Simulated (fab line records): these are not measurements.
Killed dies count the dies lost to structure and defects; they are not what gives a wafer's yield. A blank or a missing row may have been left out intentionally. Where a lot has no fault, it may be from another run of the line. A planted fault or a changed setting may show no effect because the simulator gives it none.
Split-lot study | flow n5-finfet | on a route of 1938 steps: 7 lots, 21 wafers read

== THE SPLIT ITSELF ==
At N5_MIM_BOT_ETCH_ETCH_04 (etches SiNx in CF4/O2, target depth 26 nm, time 13 s), the setting time-s was moved away from the recipe's 13 s on 9 of the 21 wafers read, by -22.4% to +21.6%. For the rest of the wafers, this setting stayed at what the recipe calls for.

The split's own step is where the reading is taken.

== THE READING ==
MIM_BOT_ETCH.cd-offset-nm (the simulator's own value, which no gauge read), in nm, at N5_MIM_BOT_ETCH_ETCH_04 (etches SiNx in CF4/O2, target depth 26 nm, time 13 s). The file gives no usual value for it. Across the 12 wafers here that went through the recipe, the average is 0.0 nm and the standard deviation 0.055 nm.

wafer  | tool, chamber at the split | time-s as run, s | against the recipe | MIM_BOT_ETCH.cd-offset-nm, nm | against lot-mates on the recipe
L084.3 | rie-diel-01, 2             | 15.81            | +21.6%             | -0.2                          | -0.4
L084.4 | rie-diel-01, 0             | 13               | recipe             | 0.2                           | -
L084.5 | rie-diel-01, 3             | 15.81            | +21.6%             | -0.2                          | -0.4
L086.3 | rie-diel-02, 0             | 10.09            | -22.4%             | 0.2                           | no lot-mate on the recipe
L086.5 | rie-diel-02, 3             | 10.09            | -22.4%             | 0.4                           | no lot-mate on the recipe
L086.6 | rie-diel-02, 2             | 10.09            | -22.4%             | 0.2                           | no lot-mate on the recipe
L090.3 | rie-diel-02, 3             | 11.82            | -9.1%              | 0.2                           | +0.2
L090.4 | rie-diel-02, 0             | 11.82            | -9.1%              | 0                             | +0.0
L090.6 | rie-diel-02, 3             | 13               | recipe             | 0                             | -
L089.1 | rie-diel-02, 0             | 13               | recipe             | 0                             | -
L089.2 | rie-diel-02, 1             | 13               | recipe             | 0                             | -
L089.6 | rie-diel-02, 3             | 13               | recipe             | 0                             | -
L094.1 | rie-diel-02, 1             | 13               | recipe             | 0                             | -
L094.2 | rie-diel-02, 3             | 13               | recipe             | 0                             | -
L094.5 | rie-diel-02, 1             | 13               | recipe             | 0                             | -
L091.3 | rie-diel-02, 0             | 13               | recipe             | 0                             | -
L091.4 | rie-diel-02, 1             | 13               | recipe             | 0                             | -
L091.6 | rie-diel-02, 2             | 14.5             | +11.5%             | -0.2                          | -0.2
L097.1 | rie-diel-02, 3             | 11.1             | -14.6%             | 0.4                           | +0.4
L097.2 | rie-diel-02, 2             | 13               | recipe             | 0                             | -
L097.6 | rie-diel-02, 1             | 13               | recipe             | 0                             | -

FIT RESULTS
A straight line over all 21 wafers: MIM_BOT_ETCH.cd-offset-nm changes by -0.0121 nm for each +1% of time-s; r = -0.87; the points scatter about the line by 0.085 nm.
The same after taking each lot's own level away (the mean of its wafers on the recipe; 18 wafers): -0.0189 nm for each +1%; r = -0.96; scatter 0.054 nm.
The reading moves by 0.42 nm for the largest change in time-s, on that fit.
Measured against the standard deviation above, the lots' own levels, which go from 0.00 to 0.20 nm, span 3.6 times it.
Hence the slope depends on the lot-to-lot level, as the two fits are not the same.
Check: for one of the wafers moved furthest among these (+21.6%), held out of the fit, the line's prediction against its lot-mates is -0.411 nm. It came out at -0.4 nm against them.

== THE OTHER SPLITS THESE WAFERS WENT THROUGH ==
These wafers also went through other splits before the reading. Each is held against what the fit with the lots' levels taken away leaves over:
other split on the same wafers    | wafers away from the commonest value | r with MIM_BOT_ETCH.cd-offset-nm (lot level and that fit taken away)
N5_BEOL_M13_ETCH_67 cf4-flow-sccm | 5                                    | +0.03

== THE WHOLE CHAIN: every reading that the file lists as answering this split, in the file's order ==
step                    | what it does                                         | reading                                                                    | change (the file's fit)                | r (the file's)
N5_MIM_BOT_ETCH_ETCH_04 | etches SiNx in CF4/O2, target depth 26 nm, time 13 s | etch.depth-nm (the simulator's own value, which no gauge read)             | +0.372 nm for each +1% of the setting  | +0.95
N5_MIM_BOT_ETCH_ETCH_04 | etches SiNx in CF4/O2, target depth 26 nm, time 13 s | MIM_BOT_ETCH.cd-offset-nm (the simulator's own value, which no gauge read) | -0.0198 nm for each +1% of the setting | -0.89

== FILE'S OWN FIT ==
MIM_BOT_ETCH.cd-offset-nm changes by -0.0198 nm for each +1% of time-s, r = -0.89.
